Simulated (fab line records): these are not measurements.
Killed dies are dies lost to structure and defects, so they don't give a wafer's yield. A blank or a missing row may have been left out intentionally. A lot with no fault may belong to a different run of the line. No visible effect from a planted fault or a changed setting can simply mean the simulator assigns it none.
Split-lot trial | flow n5Finfet | route with 1938 steps; 7 lots, 39 wafers read

== ABOUT THE SPLIT ==
At N5_MOL_CONTACT_COAG_ALD_27 (deposits SiOC, target thk 17 nm, pulse time 1.5 s, time 2720 s), the setting aldCycles was moved away from the recipe's 340 on 12 of the 39 wafers read, by -15.9% to -8.2%. For the rest of the wafers, this setting stayed at what the recipe calls for.

The reading is taken at the split's own step.

== THE READING ==
SiOC_of_MOL_CONTACT_COAG_ALD_27.thkNm (the simulator's own value, which no gauge read), in nm, at N5_MOL_CONTACT_COAG_ALD_27 (deposits SiOC, target thk 17 nm, pulse time 1.5 s, time 2720 s). The file gives no usual value for it. Average 17.0 nm, standard deviation 0.076 nm, over the 27 wafers here run with the recipe.

wafer  | tool, chamber at the split | aldCycles as run | against the recipe | SiOC_of_MOL_CONTACT_COAG_ALD_27.thkNm, nm | against lot-mates on the recipe
L079.1 | aldSin-01, 3,1,0           | 304              | -10.6%             | 15.2                                      | -1.7
L079.3 | aldSin-01, 3,1,0           | 304              | -10.6%             | 15.2                                      | -1.7
L079.4 | aldSin-01, 3,1,0           | 304              | -10.6%             | 15.2                                      | -1.7
L079.2 | aldSin-01, 2               | 340              | recipe             | 16.8                                      | -
L079.5 | aldSin-01, 2,1             | 340              | recipe             | 17                                        | -
L079.6 | aldSin-01, 2,1             | 340              | recipe             | 17                                        | -
L080.1 | aldSin-02, 2               | 304              | -10.6%             | 15.2                                      | -1.8
L080.5 | aldSin-02, 2               | 304              | -10.6%             | 15.2                                      | -1.8
L080.2 | aldSin-02, 3,0,3           | 340              | recipe             | 17                                        | -
L080.3 | aldSin-02, 3,0,3           | 340              | recipe             | 17                                        | -
L080.6 | aldSin-02, 3,0,3           | 340              | recipe             | 17                                        | -
L080.4 | aldSin-02, 1               | 304              | -10.6%             | 15.4                                      | -1.6
L081.1 | aldSin-04, 0,3             | 340              | recipe             | 17                                        | -
L081.4 | aldSin-04, 0,3             | 340              | recipe             | 17                                        | -
L081.2 | aldSin-04, 2               | 286              | -15.9%             | 14.2                                      | -2.9
L081.3 | aldSin-04, 1               | 340              | recipe             | 17.2                                      | -
L081.5 | aldSin-04, 2,3             | 286              | -15.9%             | 14.4                                      | -2.7
L081.6 | aldSin-04, 2,3             | 286              | -15.9%             | 14.4                                      | -2.7
L085.1 | aldSin-01, 1,0,3,3         | 340              | recipe             | 17                                        | -
L085.2 | aldSin-01, 1,0,3,3         | 340              | recipe             | 17                                        | -
L085.4 | aldSin-01, 1,0,3,3         | 340              | recipe             | 17                                        | -
L085.6 | aldSin-01, 1,0,3,3         | 340              | recipe             | 17                                        | -
L085.3 | aldSin-01, 2               | 340              | recipe             | 16.8                                      | -
L085.5 | aldSin-01, 2               | 340              | recipe             | 16.8                                      | -
L087.1 | aldSin-02, 0,3,2           | 340              | recipe             | 17                                        | -
L087.2 | aldSin-02, 0,3,2           | 340              | recipe             | 17                                        | -
L087.5 | aldSin-02, 0,3,2           | 340              | recipe             | 17                                        | -
L087.3 | aldSin-02, 1,2,1           | 312              | -8.2%              | 15.6                                      | -1.4
L087.4 | aldSin-02, 1,2,1           | 312              | -8.2%              | 15.6                                      | -1.4
L087.6 | aldSin-02, 1,2,1           | 312              | -8.2%              | 15.6                                      | -1.4
L091.3 | aldSin-02, 1,0,3           | 340              | recipe             | 17                                        | -
L091.5 | aldSin-02, 1,0,3           | 340              | recipe             | 17                                        | -
L091.6 | aldSin-02, 1,0,3           | 340              | recipe             | 17                                        | -
L097.1 | aldSin-01, 1,2,0,3,1,2     | 340              | recipe             | 17                                        | -
L097.2 | aldSin-01, 1,2,0,3,1,2     | 340              | recipe             | 17                                        | -
L097.3 | aldSin-01, 1,2,0,3,1,2     | 340              | recipe             | 17                                        | -
L097.4 | aldSin-01, 1,2,0,3,1,2     | 340              | recipe             | 17                                        | -
L097.5 | aldSin-01, 1,2,0,3,1,2     | 340              | recipe             | 17                                        | -
L097.6 | aldSin-01, 1,2,0,3,1,2     | 340              | recipe             | 17                                        | -
When a row names more than one chamber, that row covers several wafers, and the file does not tell which wafer ran in which chamber.

THE FIT
A straight line over all 39 wafers: SiOC_of_MOL_CONTACT_COAG_ALD_27.thkNm changes by +0.167 nm for each +1% of aldCycles; r = +1.00; the points scatter about the line by 0.076 nm.
The same after taking each lot's own level away (the mean of its wafers on the recipe; 39 wafers): +0.169 nm for each +1%; r = +1.00; scatter 0.071 nm.
On that fit, the largest move of aldCycles shifts the reading by 2.7 nm.
The lots' own levels span 16.93 to 17.07 nm, that is 1.8 times the standard deviation above.
The two slopes agree, so the slope changes little with the lot-to-lot level.
Check: with one of the wafers moved furthest among these (-15.9%) left out of the fit, the line predicts -2.64 nm for it against its lot-mates. Against them it came out at -2.87 nm.

== ADDITIONAL SPLITS CARRIED BY THESE WAFERS ==
Before the reading, these wafers also passed through other splits. Each is held against what the fit with the lots' levels taken away leaves over:
other split on the same wafers       | wafers away from the commonest value | r with SiOC_of_MOL_CONTACT_COAG_ALD_27.thkNm (lot level and that fit taken away)
N5_WELL_APT_EXPOSE_22 doseMj         | 15                                   | -0.40
N5_PMOS_HMC_CHANNEL_EPI_EPI_20 tempC | 12                                   | -0.01
N5_FIN_SAQP_HM_DEP_72 timeS          | 15                                   | -0.08
N5_DUMMY_GATE_ETCH_37 sourceW        | 12                                   | +0.02
N5_DUMMY_GATE_ETCH_31 targetDepthA   | 15                                   | +0.23

== THE FILE'S OWN FIT ==
SiOC_of_MOL_CONTACT_COAG_ALD_27.thkNm changes by +0.168 nm for each +1% of aldCycles, r = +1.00.
